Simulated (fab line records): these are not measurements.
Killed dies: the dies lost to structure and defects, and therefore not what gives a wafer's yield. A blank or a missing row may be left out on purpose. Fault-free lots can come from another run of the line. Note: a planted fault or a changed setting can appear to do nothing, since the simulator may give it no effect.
What tool caused it? || flow nand_harc || Sampling: 12 lots, 36 wafers, 5 of 1302 route steps

WHAT THE GAUGES READ, wafer by wafer
NHARC_END_SORT_01. Usual: killed_at_array 52, standard deviation 18; killed_at_other 1.2, standard deviation 1.5; killed_at_periphery 4, standard deviation 3.2; killed_dies 57, standard deviation 17; killed_open 3.1, standard deviation 1.9; killed_short 2.5, standard deviation 1.7.
{"lot": "L350", "measured": "day 28 17:08", "on": "prober-02", "killed_at_array": "32 55 32", "killed_at_other": "1 1 0", "killed_at_periphery": "3 3 2", "killed_dies": "36 59 34", "killed_open": "2 2 3", "killed_short": "0 4 1", "flag": ""}

WHICH TOOL RAN EACH LOT (tool, then ch and the chambers of the sampled wafers, then the start)
{"lot": "L340", "NHARC_A_CONTACT_ETCH_90": "rie_diel-13 ch 2,3, day 21 08:47", "NHARC_A_CONTACT_DEP_58": "pecvd-02 ch 0,1,2, day 21 17:07", "NHARC_A_CONTACT_SOFTBAKE_64": "litho_track-04 ch 0, day 21 17:00", "NHARC_A_CONTACT_DESCUM_74": "rie_diel-10 ch 0,1,2, day 21 18:00"}
{"lot": "L342", "NHARC_A_CONTACT_ETCH_90": "rie_diel-03 ch 0,1,2, day 21 19:41", "NHARC_A_CONTACT_DEP_58": "pecvd-03 ch 0,1,2, day 22 01:13", "NHARC_A_CONTACT_SOFTBAKE_64": "litho_track-04 ch 0, day 22 01:00", "NHARC_A_CONTACT_DESCUM_74": "rie_diel-03 ch 0,1,3, day 22 02:00"}
{"lot": "L348", "NHARC_A_CONTACT_ETCH_90": "rie_diel-10 ch 0,1, day 25 12:04", "NHARC_A_CONTACT_DEP_58": "pecvd-01 ch 0,1, day 25 18:43", "NHARC_A_CONTACT_SOFTBAKE_64": "litho_track-04 ch 0, day 25 18:00", "NHARC_A_CONTACT_DESCUM_74": "rie_diel-10 ch 0,3, day 25 19:32"}
{"lot": "L350", "NHARC_A_CONTACT_ETCH_90": "rie_diel-13 ch 2,3, day 25 17:00", "NHARC_A_CONTACT_DEP_58": "pecvd-03 ch 0,2, day 25 22:21", "NHARC_A_CONTACT_SOFTBAKE_64": "litho_track-01 ch 0, day 25 22:00", "NHARC_A_CONTACT_DESCUM_74": "rie_diel-03 ch 0,2,3, day 25 23:08"}
{"lot": "L351", "NHARC_A_CONTACT_ETCH_90": "rie_diel-13 ch 2,3, day 26 04:46", "NHARC_A_CONTACT_DEP_58": "pecvd-03 ch 1,2, day 26 10:27", "NHARC_A_CONTACT_SOFTBAKE_64": "litho_track-04 ch 0, day 26 10:00", "NHARC_A_CONTACT_DESCUM_74": "rie_diel-13 ch 2,3, day 26 11:13"}
{"lot": "L357", "NHARC_A_CONTACT_ETCH_90": "rie_diel-10 ch 0,2,3, day 28 02:10", "NHARC_A_CONTACT_DEP_58": "pecvd-03 ch 0,1, day 28 06:47", "NHARC_A_CONTACT_SOFTBAKE_64": "litho_track-06 ch 0, day 28 07:00", "NHARC_A_CONTACT_DESCUM_74": "rie_diel-03 ch 1,2,3, day 28 07:41"}
{"lot": "L356", "NHARC_A_CONTACT_ETCH_90": "rie_diel-10 ch 1,2,3, day 28 11:44", "NHARC_A_CONTACT_DEP_58": "pecvd-01 ch 0,1,2, day 28 16:14", "NHARC_A_CONTACT_SOFTBAKE_64": "litho_track-01 ch 0, day 28 16:00", "NHARC_A_CONTACT_DESCUM_74": "rie_diel-13 ch 0,1,2, day 28 17:08"}
{"lot": "L359", "NHARC_A_CONTACT_ETCH_90": "rie_diel-10 ch 0,1,3, day 29 17:22", "NHARC_A_CONTACT_DEP_58": "pecvd-02 ch 1,2, day 29 21:46", "NHARC_A_CONTACT_SOFTBAKE_64": "litho_track-01 ch 0, day 29 22:00", "NHARC_A_CONTACT_DESCUM_74": "rie_diel-10 ch 0,1, day 29 22:39"}
{"lot": "L360", "NHARC_A_CONTACT_ETCH_90": "rie_diel-10 ch 0,3, day 30 19:21", "NHARC_A_CONTACT_DEP_58": "pecvd-03 ch 0,1, day 31 00:57", "NHARC_A_CONTACT_SOFTBAKE_64": "litho_track-04 ch 0, day 31 01:00", "NHARC_A_CONTACT_DESCUM_74": "rie_diel-10 ch 1,2, day 31 01:50"}
{"lot": "L362", "NHARC_A_CONTACT_ETCH_90": "rie_diel-10 ch 0,1,3, day 30 21:29", "NHARC_A_CONTACT_DEP_58": "pecvd-02 ch 0,1,2, day 31 04:09", "NHARC_A_CONTACT_SOFTBAKE_64": "litho_track-01 ch 0, day 31 04:00", "NHARC_A_CONTACT_DESCUM_74": "rie_diel-03 ch 1,3, day 31 05:04"}
{"lot": "L363", "NHARC_A_CONTACT_ETCH_90": "rie_diel-10 ch 0,2,3, day 30 22:23", "NHARC_A_CONTACT_DEP_58": "pecvd-01 ch 0,1, day 31 04:51", "NHARC_A_CONTACT_SOFTBAKE_64": "litho_track-06 ch 0, day 31 05:00", "NHARC_A_CONTACT_DESCUM_74": "rie_diel-13 ch 1,2, day 31 05:44"}
{"lot": "L361", "NHARC_A_CONTACT_ETCH_90": "rie_diel-10 ch 0,2,3, day 31 04:45", "NHARC_A_CONTACT_DEP_58": "pecvd-03 ch 0,1,2, day 31 09:20", "NHARC_A_CONTACT_SOFTBAKE_64": "litho_track-06 ch 0, day 31 09:00", "NHARC_A_CONTACT_DESCUM_74": "rie_diel-10 ch 0,1,2, day 31 10:11"}
- NHARC_A_CONTACT_ETCH_90: etches the open film in CH3F/O2, target depth 40 nm, time 85.7 s.
- NHARC_A_CONTACT_DEP_58: deposits SiON, target thk 90 nm.
- NHARC_A_CONTACT_SOFTBAKE_64: time 55 s.
- NHARC_A_CONTACT_DESCUM_74: chemistry O2, time 3 s.

WHAT THE TOOLS THEMSELVES READ (means of the sampled wafers that have a number; where no wafer has one, the mark that the record gives instead)
NHARC_A_CONTACT_ETCH_90. Usual: drypump_motor_current_A 5.9 A, standard deviation 0.54; oes_product_au 0.94 a.u., standard deviation 0.032; rf_vpp_V 244.4 V, standard deviation 1.7; showerhead_plenum_p_Torr 2.46 Torr, standard deviation 0.1; throttle_valve_pct 20.664 %, standard deviation 0.0094.
{"lot": "L340", "tool": "rie_diel-13", "drypump_motor_current_A (A)": 6.2, "oes_product_au (a.u.)": 0.93, "rf_vpp_V (V)": 242.6, "showerhead_plenum_p_Torr (Torr)": 2.37, "throttle_valve_pct (%)": 20.656, "flag": ""}
{"lot": "L342", "tool": "rie_diel-03", "drypump_motor_current_A (A)": 5.6, "oes_product_au (a.u.)": 0.98, "rf_vpp_V (V)": 243.2, "showerhead_plenum_p_Torr (Torr)": 2.39, "throttle_valve_pct (%)": 20.671, "flag": ""}
{"lot": "L348", "tool": "rie_diel-10", "drypump_motor_current_A (A)": 5.7, "oes_product_au (a.u.)": 1.00, "rf_vpp_V (V)": 244.9, "showerhead_plenum_p_Torr (Torr)": 2.48, "throttle_valve_pct (%)": 20.663, "flag": ""}
{"lot": "L350", "tool": "rie_diel-13", "drypump_motor_current_A (A)": 6.3, "oes_product_au (a.u.)": 0.93, "rf_vpp_V (V)": 242.8, "showerhead_plenum_p_Torr (Torr)": 2.35, "throttle_valve_pct (%)": 20.654, "flag": ""}
{"lot": "L351", "tool": "rie_diel-13", "drypump_motor_current_A (A)": 5.9, "oes_product_au (a.u.)": 0.92, "rf_vpp_V (V)": 242.9, "showerhead_plenum_p_Torr (Torr)": 2.33, "throttle_valve_pct (%)": 20.665, "flag": ""}
{"lot": "L357", "tool": "rie_diel-10", "drypump_motor_current_A (A)": 5.9, "oes_product_au (a.u.)": 0.92, "rf_vpp_V (V)": 244.9, "showerhead_plenum_p_Torr (Torr)": 2.50, "throttle_valve_pct (%)": 20.672, "flag": ""}
{"lot": "L356", "tool": "rie_diel-10", "drypump_motor_current_A (A)": 6.3, "oes_product_au (a.u.)": 0.99, "rf_vpp_V (V)": 245.0, "showerhead_plenum_p_Torr (Torr)": 2.50, "throttle_valve_pct (%)": 20.669, "flag": ""}
{"lot": "L359", "tool": "rie_diel-10", "drypump_motor_current_A (A)": 6.1, "oes_product_au (a.u.)": 0.92, "rf_vpp_V (V)": 245.3, "showerhead_plenum_p_Torr (Torr)": 2.46, "throttle_valve_pct (%)": 20.667, "flag": ""}
{"lot": "L360", "tool": "rie_diel-10", "drypump_motor_current_A (A)": 5.7, "oes_product_au (a.u.)": 0.93, "rf_vpp_V (V)": 244.7, "showerhead_plenum_p_Torr (Torr)": 2.45, "throttle_valve_pct (%)": 20.655, "flag": ""}
{"lot": "L362", "tool": "rie_diel-10", "drypump_motor_current_A (A)": 6.1, "oes_product_au (a.u.)": 0.93, "rf_vpp_V (V)": 244.0, "showerhead_plenum_p_Torr (Torr)": 2.46, "throttle_valve_pct (%)": 20.653, "flag": ""}
{"lot": "L363", "tool": "rie_diel-10", "drypump_motor_current_A (A)": 5.9, "oes_product_au (a.u.)": 0.93, "rf_vpp_V (V)": 244.6, "showerhead_plenum_p_Torr (Torr)": 2.49, "throttle_valve_pct (%)": 20.669, "flag": ""}
{"lot": "L361", "tool": "rie_diel-10", "drypump_motor_current_A (A)": 5.9, "oes_product_au (a.u.)": 1.00, "rf_vpp_V (V)": 244.8, "showerhead_plenum_p_Torr (Torr)": 2.49, "throttle_valve_pct (%)": 20.663, "flag": ""}

NHARC_A_CONTACT_DEP_58. Usual: 711 W for heater_power_w, sd 77.
{"lot": "L340", "tool": "pecvd-02", "heater_power_w (W)": 733, "flag": ""}
{"lot": "L342", "tool": "pecvd-03", "heater_power_w (W)": 651, "flag": ""}
{"lot": "L348", "tool": "pecvd-01", "heater_power_w (W)": 793, "flag": ""}
{"lot": "L350", "tool": "pecvd-03", "heater_power_w (W)": 655, "flag": ""}
{"lot": "L351", "tool": "pecvd-03", "heater_power_w (W)": 727, "flag": ""}
{"lot": "L357", "tool": "pecvd-03", "heater_power_w (W)": 610, "flag": ""}
{"lot": "L356", "tool": "pecvd-01", "heater_power_w (W)": 754, "flag": ""}
{"lot": "L359", "tool": "pecvd-02", "heater_power_w (W)": 676, "flag": ""}
{"lot": "L360", "tool": "pecvd-03", "heater_power_w (W)": 597, "flag": ""}
{"lot": "L362", "tool": "pecvd-02", "heater_power_w (W)": 719, "flag": ""}
{"lot": "L363", "tool": "pecvd-01", "heater_power_w (W)": 789, "flag": ""}
{"lot": "L361", "tool": "pecvd-03", "heater_power_w (W)": 682, "flag": ""}

NHARC_A_CONTACT_SOFTBAKE_64. Usual: 188.48 W for heater_power_total_W, sd 0.14.
{"lot": "L340", "tool": "litho_track-04", "heater_power_total_W (W)": 188.52, "flag": ""}
{"lot": "L342", "tool": "litho_track-04", "heater_power_total_W (W)": 188.45, "flag": ""}
{"lot": "L348", "tool": "litho_track-04", "heater_power_total_W (W)": 222.61, "flag": "OFF"}
{"lot": "L350", "tool": "litho_track-01", "heater_power_total_W (W)": 188.45, "flag": ""}
{"lot": "L351", "tool": "litho_track-04", "heater_power_total_W (W)": 222.70, "flag": "OFF"}
{"lot": "L357", "tool": "litho_track-06", "heater_power_total_W (W)": 188.56, "flag": ""}
{"lot": "L356", "tool": "litho_track-01", "heater_power_total_W (W)": 188.70, "flag": ""}
{"lot": "L359", "tool": "litho_track-01", "heater_power_total_W (W)": 188.41, "flag": ""}
{"lot": "L360", "tool": "litho_track-04", "heater_power_total_W (W)": 188.55, "flag": ""}
{"lot": "L362", "tool": "litho_track-01", "heater_power_total_W (W)": 188.55, "flag": ""}
{"lot": "L363", "tool": "litho_track-06", "heater_power_total_W (W)": 188.53, "flag": ""}
{"lot": "L361", "tool": "litho_track-06", "heater_power_total_W (W)": 188.40, "flag": ""}

NHARC_A_CONTACT_DESCUM_74. Usual: drypump_motor_current_A 5.8 A, standard deviation 0.51; oes_product_au 0.997 a.u., standard deviation 0.011; rf_vpp_V 57.9 V, standard deviation 1; showerhead_plenum_p_Torr 1.92 Torr, standard deviation 0.089; throttle_valve_pct 11.311 %, standard deviation 0.0087.
{"lot": "L340", "tool": "rie_diel-10", "drypump_motor_current_A (A)": 5.9, "oes_product_au (a.u.)": 0.999, "rf_vpp_V (V)": 57.6, "showerhead_plenum_p_Torr (Torr)": 1.97, "throttle_valve_pct (%)": 11.314, "flag": ""}
{"lot": "L342", "tool": "rie_diel-03", "drypump_motor_current_A (A)": 5.4, "oes_product_au (a.u.)": 0.995, "rf_vpp_V (V)": 58.5, "showerhead_plenum_p_Torr (Torr)": 1.95, "throttle_valve_pct (%)": 11.303, "flag": ""}
{"lot": "L348", "tool": "rie_diel-10", "drypump_motor_current_A (A)": 6.2, "oes_product_au (a.u.)": 1.001, "rf_vpp_V (V)": 57.8, "showerhead_plenum_p_Torr (Torr)": 1.89, "throttle_valve_pct (%)": 11.302, "flag": ""}
{"lot": "L350", "tool": "rie_diel-03", "drypump_motor_current_A (A)": 5.6, "oes_product_au (a.u.)": 0.996, "rf_vpp_V (V)": 58.2, "showerhead_plenum_p_Torr (Torr)": 1.88, "throttle_valve_pct (%)": 11.310, "flag": ""}
{"lot": "L351", "tool": "rie_diel-13", "drypump_motor_current_A (A)": 5.9, "oes_product_au (a.u.)": 0.998, "rf_vpp_V (V)": 57.5, "showerhead_plenum_p_Torr (Torr)": 1.81, "throttle_valve_pct (%)": 11.309, "flag": ""}
{"lot": "L357", "tool": "rie_diel-03", "drypump_motor_current_A (A)": 5.6, "oes_product_au (a.u.)": 1.003, "rf_vpp_V (V)": 57.6, "showerhead_plenum_p_Torr (Torr)": 1.92, "throttle_valve_pct (%)": 11.322, "flag": ""}
{"lot": "L356", "tool": "rie_diel-13", "drypump_motor_current_A (A)": 5.8, "oes_product_au (a.u.)": 0.996, "rf_vpp_V (V)": 57.0, "showerhead_plenum_p_Torr (Torr)": 1.88, "throttle_valve_pct (%)": 11.304, "flag": ""}
{"lot": "L359", "tool": "rie_diel-10", "drypump_motor_current_A (A)": 5.7, "oes_product_au (a.u.)": 0.990, "rf_vpp_V (V)": 58.3, "showerhead_plenum_p_Torr (Torr)": 1.93, "throttle_valve_pct (%)": 11.311, "flag": ""}
{"lot": "L360", "tool": "rie_diel-10", "drypump_motor_current_A (A)": 6.0, "oes_product_au (a.u.)": 0.984, "rf_vpp_V (V)": 58.3, "showerhead_plenum_p_Torr (Torr)": 1.99, "throttle_valve_pct (%)": 11.310, "flag": ""}
{"lot": "L362", "tool": "rie_diel-03", "drypump_motor_current_A (A)": 5.3, "oes_product_au (a.u.)": 0.991, "rf_vpp_V (V)": 57.7, "showerhead_plenum_p_Torr (Torr)": 1.97, "throttle_valve_pct (%)": 11.311, "flag": ""}
{"lot": "L363", "tool": "rie_diel-13", "drypump_motor_current_A (A)": 6.2, "oes_product_au (a.u.)": 1.009, "rf_vpp_V (V)": 57.1, "showerhead_plenum_p_Torr (Torr)": 1.81, "throttle_valve_pct (%)": 11.308, "flag": ""}
{"lot": "L361", "tool": "rie_diel-10", "drypump_motor_current_A (A)": 5.9, "oes_product_au (a.u.)": 0.990, "rf_vpp_V (V)": 58.2, "showerhead_plenum_p_Torr (Torr)": 1.96, "throttle_valve_pct (%)": 11.317, "flag": ""}

THE ANSWER, worked out from the rows above alone
Rule: take the mean of a lot's wafers that have a number; if it is more than 3 standard deviations from the usual mean, the lot is off. A lot without any number at a reading at which 4 lots or more have one is off too. Where the step has rows for the other lots, those lots are counted as sound. First the gauges in route order, then the tools' own readings, where a lot's mean is used as printed above. The first step at which some lot is off is used, and at that step the reading that is off furthest; a lot without a number counts as furthest.
Off at NHARC_A_CONTACT_SOFTBAKE_64 (heater_power_total_W): L348, L351.
A tool fits if, at that step or a process step before it, it ran every lot that is off, and no sound lot after the first of them. None of those tried fits.

WHAT HAD BEEN PUT IN BY THE SIMULATOR
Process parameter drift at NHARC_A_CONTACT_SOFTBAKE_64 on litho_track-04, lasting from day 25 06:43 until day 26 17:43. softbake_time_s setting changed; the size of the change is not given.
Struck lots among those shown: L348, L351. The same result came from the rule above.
